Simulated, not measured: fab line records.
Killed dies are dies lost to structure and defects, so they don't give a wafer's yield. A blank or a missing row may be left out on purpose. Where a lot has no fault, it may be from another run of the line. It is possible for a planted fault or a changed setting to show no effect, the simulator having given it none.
Matching of chambers | flow n5 finfet | N5_BEOL_M9_VIA_ETCH_34 on rie diel-05 has 3 sister chambers
The step etches SiCOH lowk in C4F6/O2, target depth 182.4 nm, time 68.4 s. 14 wafers are shown with their chamber, then 6 later ones without.

== WAFERS WITH THEIR CHAMBER ==
wafer  | chamber | showerhead plenum p Torr (Torr) | rf vpp V (V) | throttle valve pct (%)
L075.2 | 0       | 2.89                            | 664          | 20.38
L075.3 | 2       | 2.92                            | 665          | 20.61
L075.4 | 3       | 2.79                            | 645          | 20.18
L076.1 | 0       | 2.89                            | 664          | 20.37
L076.3 | 2       | 2.92                            | 665          | 20.60
L076.4 | 2       | 2.92                            | 664          | 20.60
L078.1 | 0       | 2.88                            | 663          | 20.39
L078.2 | 3       | 2.79                            | 645          | 20.18
L078.4 | 0       | 2.88                            | 665          | 20.37
L082.1 | 3       | 2.78                            | 646          | 20.23
L082.4 | 0       | 2.88                            | 664          | 20.40
L082.6 | 3       | 2.78                            | 643          | 20.20
L089.4 | 2       | 2.91                            | 665          | 20.30
L089.5 | 2       | 2.91                            | 663          | 20.30

SIGNATURES (means of the wafers above)
reading                  | chamber 0 | chamber 2 | chamber 3 | scatter within a chamber
showerhead plenum p Torr | 2.8840    | 2.9160    | 2.7850    | 0.00556
rf vpp V                 | 664.00    | 664.40    | 644.75    | 0.951
throttle valve pct       | 20.3820   | 20.4820   | 20.1975   | 0.101
Rule: distance of a wafer from a chamber = root of the sum over the readings of ((wafer's reading minus chamber's mean) / reading's scatter) squared. The wafer belongs to the nearest chamber; if the next one is less than 2 further off, it can't be placed. The scatter: the root of (the sum of the squares of (reading less its chamber's mean) over the shown wafers, divided by (wafers less chambers)).

== WAFERS MISSING THEIR CHAMBER ==
wafer  | showerhead plenum p Torr (Torr) | rf vpp V (V) | throttle valve pct (%)
L089.6 | 2.78                            | 644          | 20.23
L090.3 | 2.91                            | 663          | 20.29
L090.6 | 2.91                            | 664          | 20.30
L096.1 | 2.87                            | 662          | 20.41
L096.2 | 2.77                            | 643          | 20.25
L096.6 | 2.87                            | 662          | 20.43

== CHAMBER TAKEN BY EACH ==
wafer  | from the rows above | in truth
L089.6 | 3                   | 3
L090.3 | 2                   | 2
L090.6 | 2                   | 2
L096.1 | 0                   | 0
L096.2 | 3                   | 3
L096.6 | 0                   | 0
Correctly placed: 6 of 6. Left unplaced by these rows: 0. 0 placed wrongly.
